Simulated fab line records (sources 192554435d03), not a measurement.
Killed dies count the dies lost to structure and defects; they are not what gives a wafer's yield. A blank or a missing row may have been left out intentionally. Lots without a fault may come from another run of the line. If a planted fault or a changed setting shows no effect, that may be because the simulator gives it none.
Code-filled problem report in 8D (eight disciplines) form -- flow n5_finfet -- the parts of the form that need people (team, actions taken, sign-off) are left out

## 1. PROBLEM STATEMENT
Wafers without a fault read 4, standard deviation 3.1; killed_at_other at N5_PASSIVATION_PROBE_49 reads a mean of 956 on 6 wafers belonging to 3 lots. That is +99 or more standard deviations from the usual mean.
Earliest sighting: wafer L651.4 on prober-01 at day 16 12:26. The record has a number at this step for 23 wafers belonging to 8 lots. Rule for "out" (also "out of limits"): further than 4 standard deviations from the usual mean. The rest of the wafers with a number are treated as sound.

## 2. WHAT THIS IS AND IS NOT
question,is,is not
which readings at this step,"killed_at_other, defect_limited_yield, killed_dies, killed_on_rim, sort_bin_5_function, sort_n_pass","killed_at_M0_to_M3, killed_at_M4_up, killed_at_contacts, killed_at_front_end, killed_open, killed_short, sort_bin_4_leakage, sort_bin_6_memory, sort_bin_8_speed"
which lots,"L651, L653, L656","L636, L637, L643, L650, L652"
which wafers of those lots,"L651.4, L651.6, L653.4, L653.6, L656.4, L656.6","L651.1, L653.3"
read on which tools,prober-01,prober-02
when,from day 16 12:26,"up to then (13 sound wafers); but 4 sound wafers of L652, L653 came after"

## 3. THE SUSPECTS, EACH WITH WHAT RULES IT OUT
Counting: a tool at a process step up to the reading stays a suspect if it ran every lot that is out. Sound lots after the first of them don't rule it out here, since some wafers of a struck lot are sound.
- rie_metal-03 at N5_MIM_TOP_ETCH_ETCH_00 (etches TiN in Cl2/BCl3, target depth 38.5 nm): kept. It ran every lot that is out, first L651 (day 15 23:38); its last sound lot up to then is L650 (day 15 19:16).
- prober-01 at N5_PASSIVATION_PROBE_49: kept. It ran every lot that is out, first L651 (day 16 12:17); its last sound lot up to then is L650 (day 16 04:32). On those wafers its own readings are out: defect_limited_yield, killed_at_other, killed_dies, killed_on_rim, sort_bin_5_function, sort_n_pass.
After counting, rie_metal-03 at N5_MIM_TOP_ETCH_ETCH_00 and prober-01 at N5_PASSIVATION_PROBE_49 remain.

## 4. THE CAUSE (what the simulator had put in)
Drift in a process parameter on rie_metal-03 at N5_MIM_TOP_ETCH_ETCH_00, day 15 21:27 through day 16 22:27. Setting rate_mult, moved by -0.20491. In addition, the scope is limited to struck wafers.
Counting left 2 suspects, and this tool is among them.

## 5. SEQUENCE OF EFFECTS, ordered by route
Each row: a reading where the mean over the struck wafers with a number is more than 3 standard deviations away from the usual. Only readings whose record carries a usual standard deviation are examined. hours: median over the lots of the time between each lot's start at the first step of this table that gives one and its start at this step. sigmas: the change, counted in usual standard deviations.
hours,step,reading,usual,on struck wafers,change,sigmas
0,N5_PASSIVATION_PROBE_49,defect_limited_yield,91.2 %,10.6,-80.6,-54
0,N5_PASSIVATION_PROBE_49,killed_at_other,4,956,+952,+99 or more
0,N5_PASSIVATION_PROBE_49,killed_dies,104,1055,+951,+53
0,N5_PASSIVATION_PROBE_49,killed_on_rim,14,150,+136,+33
0,N5_PASSIVATION_PROBE_49,sort_bin_5_function,5.1 %,85.9,+80.8,+73
0,N5_PASSIVATION_PROBE_49,sort_n_pass,1076,125,-951,-53
It contains these process steps:
- N5_PASSIVATION_PROBE_49

## 6. WHAT WOULD HAVE CAUGHT IT SOONER
First out-of-limits reading in this record: day 16 12:26, which is 15 hours after fault onset at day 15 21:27.
No tool reading at N5_MIM_TOP_ETCH_ETCH_00 that has a usual standard deviation in the record was out on any struck wafer, so an alarm limit of 4 standard deviations on those readings would not have fired.
Among the 3 lots that are out, L656 began N5_MIM_TOP_ETCH_ETCH_00 on rie_metal-03 after day 16 12:26. Putting the tool on hold at that point would have spared it.
